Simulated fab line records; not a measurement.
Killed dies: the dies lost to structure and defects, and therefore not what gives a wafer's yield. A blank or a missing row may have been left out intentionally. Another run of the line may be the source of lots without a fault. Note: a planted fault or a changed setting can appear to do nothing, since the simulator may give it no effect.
Struck lot and sound lot, side by side -- flow n5_finfet -- 40 steps out of a route of 1938
Sound: the wafers L993.3, L993.4, L993.5. Wafers struck: L979.1, L979.2, L979.6. The cause is named last.
Order at every step that has rows: each side's tool, ch and its chambers, its first start. Under that, the readings that differ: sound wafers -- struck wafers -- difference of the means -- sigmas: that difference in standard deviations of wafers without a fault.
alike: same words and numbers on both sides, and readings whose means sit less than 2 such deviations apart. not compared: any withheld reading, any reading some wafer has no value for, any bound like >300 that may hide the same value, and any number with overlapping values for which the record gives no deviation.
A row with sigmas, a row that says differs or no value, or rows on one side alone: a step with any of these is where the two part. When numbers do not overlap yet have no deviation, they are printed without sigmas and do not part them. A reading that every wafer of one side lacks parts them only if that side has two wafers or more.

first, 10 steps without rows for these wafers: N5_PMOS_HMC_CHANNEL_EPI_PRECLEAN_37 (cleans in O3/DIW, time 45 s); N5_PMOS_HMC_CHANNEL_EPI_PRECLEAN_24 (cleans in DHF, time 30 s); N5_PMOS_HMC_CHANNEL_EPI_SRD_25 (time 30 s); N5_PMOS_HMC_CHANNEL_EPI_EPI_26 (deposits Si from SiH4/H2, target thk 3.8 nm, time 22.7 s); N5_FIN_SAQP_PRECLEAN_42 (cleans in O3/DIW, time 60 s); N5_FIN_SAQP_PRECLEAN_00 (cleans in SC1, time 60 s); N5_FIN_SAQP_PRECLEAN_44 (cleans in SC2, time 45 s); N5_FIN_SAQP_SRD_01 (time 30 s); N5_FIN_SAQP_ALD_61 (deposits SiO2, target thk 4 nm, pulse time 1 s, purge time 2 s); N5_FIN_SAQP_DENSIFY_62 (time 60 s).
N5_FIN_SAQP_HM_DEP_03: deposits SiNx from SiH4/NH3/N2, target thk 38 nm, time 33.6 s.
  sound on pecvd-02 ch 0,1,2, day 7 09:14; struck on pecvd-01 ch 0,2, day 3 21:11
  alike: heater_power_w, showerhead_plenum_p_Torr, throttle_valve_pct
  not compared: since_wet_clean_h
then, 12 steps without rows for these wafers: N5_FIN_SAQP_PECVD_47 (deposits a-Si from SiH4/He, target thk 45 nm, time 36.3 s); N5_FIN_SAQP_PECVD_48 (deposits SiNx from SiH4/NH3/N2, target thk 25 nm, time 22.1 s); N5_FIN_SAQP_PECVD_06 (deposits a-Si from SiH4/He, target thk 60 nm, time 48.1 s); N5_FIN_SAQP_HM_DEP_72 (deposits SiO2 from SiH4/N2O, target thk 12 nm, time 7.2 s); N5_FIN_SAQP_COAT_49 (time 60 s, resist thk 100 nm); N5_FIN_SAQP_COAT_50 (time 60 s, resist thk 35 nm); N5_FIN_SAQP_COAT_10 (resist thk 90 nm); N5_FIN_SAQP_EBR_12; N5_FIN_SAQP_SOFTBAKE_11 (time 60 s); N5_FIN_SAQP_EXPOSE_13 (exposes mask FIN CORE, target cd 35.6 nm); N5_FIN_SAQP_PEB_14 (peb time 60 s); N5_FIN_SAQP_DEVELOP_15 (develop time 30 s).
N5_FIN_SAQP_INSPECT_18: inspects for defects (brightfield).
  sound: defect_inspect-01 at day 7 10:05; struck: defect_inspect-02 at day 3 22:01
reading,sound,struck,difference,sigmas
raw_defect_count,337 566 413,1611 1187 1062,+848,+7
then, 12 steps without rows for these wafers: N5_FIN_SAQP_DESCUM_21 (chemistry O2, time 7.9 s); N5_FIN_SAQP_ETCH_51 (etches SiARC in CF4, target depth 45.5 nm, time 75.8 s); N5_FIN_SAQP_ETCH_52 (etches SOC in N2/H2, target depth 100 nm, overetch 20 nm, time 150 s); N5_FIN_SAQP_STRIP_53 (strips in N2/H2); N5_FIN_SAQP_HM_OPEN_73 (chemistry CHF3/O2, target SiO2, stops on a-Si, target depth 12 nm, time 16.8 s); N5_FIN_SAQP_STRIP_74 (strips in CHF3/O2); N5_FIN_SAQP_MANDREL_ETCH_22 (etches a-Si in HBr/Cl2, stops on SiNx, target depth 60 nm, bt time 10 s, time 30 s); N5_FIN_SAQP_STRIP_55 (strips in N2/H2); N5_FIN_SAQP_STRIP_23 (strips in SPM, time 750 s); N5_FIN_SAQP_SRD_66 (time 30 s); N5_FIN_SAQP_RECESS_75 (chemistry HF/NH3, target SiO2, target depth 14.4 nm, afs cycles 3, sublimation time 60 s); N5_FIN_SAQP_SPACER1_ALD_24 (deposits SiO2, target thk 20.3 nm, pulse time 1 s, purge time 2 s).
N5_FIN_SAQP_INSPECT_40: inspects for defects (brightfield).
  sound: defect_inspect-01 at day 7 15:46; struck: defect_inspect-01 at day 4 04:34
reading,sound,struck,difference,sigmas
raw_defect_count,305 155 301,971 919 878,+669,+10
N5_FIN_CUT_INSPECT_10: inspects for defects (brightfield).
  sound: defect_inspect-01 at day 7 16:17; struck: defect_inspect-02 at day 4 05:05
reading,sound,struck,difference,sigmas
raw_defect_count,52 19 48,784 733 753,+717,+65
-- record jumps: 7 days separate the struck wafers' starts on either side; left off in module FIN_CUT, taken up again in module BEOL_M4, whose first shown step is the route's number 1111 --
N5_BEOL_M4_RC_MEAS_101:
  sound on prober-02 ch 0, day 13 15:06; struck on prober-01 ch 0, day 10 17:42
reading,sound,struck,difference,sigmas
DIBL_N (mV/V),37.8 37.9 38.6,35.2 35.7 35.8,-2.5,-2
  alike: DIBL_P, IOFF_N, IOFF_P, ION_N, ION_P, SS_N, SS_P, VT_N, VT_P
-- here the record skips 4 days between the struck wafers' starts before and after, leaving off in module BEOL_M4 and picking up in module PASSIVATION (first step shown: number 1936 of the route) --
N5_PASSIVATION_PROBE_49:
  the record has rows for the struck wafers here (prober-01, day 14 21:34) and none for the sound ones

== WHERE THEY PART ==
Earliest at N5_FIN_SAQP_INSPECT_18; latest, in this record, at N5_PASSIVATION_PROBE_49.

WHY: what the simulator had put in
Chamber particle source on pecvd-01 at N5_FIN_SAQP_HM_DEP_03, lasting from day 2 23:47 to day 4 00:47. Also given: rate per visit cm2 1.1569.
